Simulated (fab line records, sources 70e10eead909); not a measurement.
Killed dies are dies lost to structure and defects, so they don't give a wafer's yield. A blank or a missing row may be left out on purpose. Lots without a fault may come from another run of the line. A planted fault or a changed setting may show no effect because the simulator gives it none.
Chamber matching | flow nand_harc | NHARC_THIN_TSV_ETCH_15 on rie_si-05: 4 sister chambers
The step target depth 3000 nm, bosch target overetch cycles 2, bosch etch step 2.8 s. 14 wafers are shown with their chamber, then 7 later ones without.

WAFERS WITH THEIR CHAMBER
wafer  | chamber | drypump_motor_current_A (A)
L193.3 | 2       | 6.3
L193.4 | 1       | 6.2
L193.5 | 3       | 6.2
L194.3 | 2       | 6.3
L194.5 | 1       | 6.2
L194.6 | 0       | 6.6
L202.1 | 3       | 6.1
L202.4 | 1       | 6.2
L202.5 | 0       | 6.6
L204.1 | 0       | 6.6
L204.2 | 1       | 6.3
L204.3 | 2       | 6.3
L206.1 | 3       | 6.1
L206.2 | 1       | 6.3

SIGNATURES (means of the wafers above)
reading                 | chamber 0 | chamber 1 | chamber 2 | chamber 3 | scatter within a chamber
drypump_motor_current_A | 6.600     | 6.240     | 6.300     | 6.133     | 0.0432
Rule: a wafer's distance from a chamber is the root of the sum, over the readings, of the square of ((its reading less the chamber's mean) divided by the reading's scatter). The wafer belongs to the nearest chamber; if the next one is less than 2 further off, it can't be placed. The scatter: the root of (the sum of the squares of (reading less its chamber's mean) over the shown wafers, divided by (wafers less chambers)).

WAFERS WITHOUT THEIR CHAMBER
wafer  | drypump_motor_current_A (A)
L206.5 | 6.6
L207.2 | 6.3
L207.4 | 6.2
L207.6 | 6.1
L210.1 | 6.3
L210.4 | 6.1
L210.6 | 6.6

WHICH CHAMBER EACH WENT THROUGH
wafer  | from the rows above          | in truth
L206.5 | 0                            | 0
L207.2 | can't be placed: 2 or 1      | 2
L207.4 | can't be placed: 1 or 3 or 2 | 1
L207.6 | 3                            | 3
L210.1 | can't be placed: 2 or 1      | 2
L210.4 | 3                            | 3
L210.6 | 0                            | 0
Placed correctly: 4 of 7. Can't be placed from these rows: 3 (the true chamber is among the candidates in 3). Placed wrongly: 0.
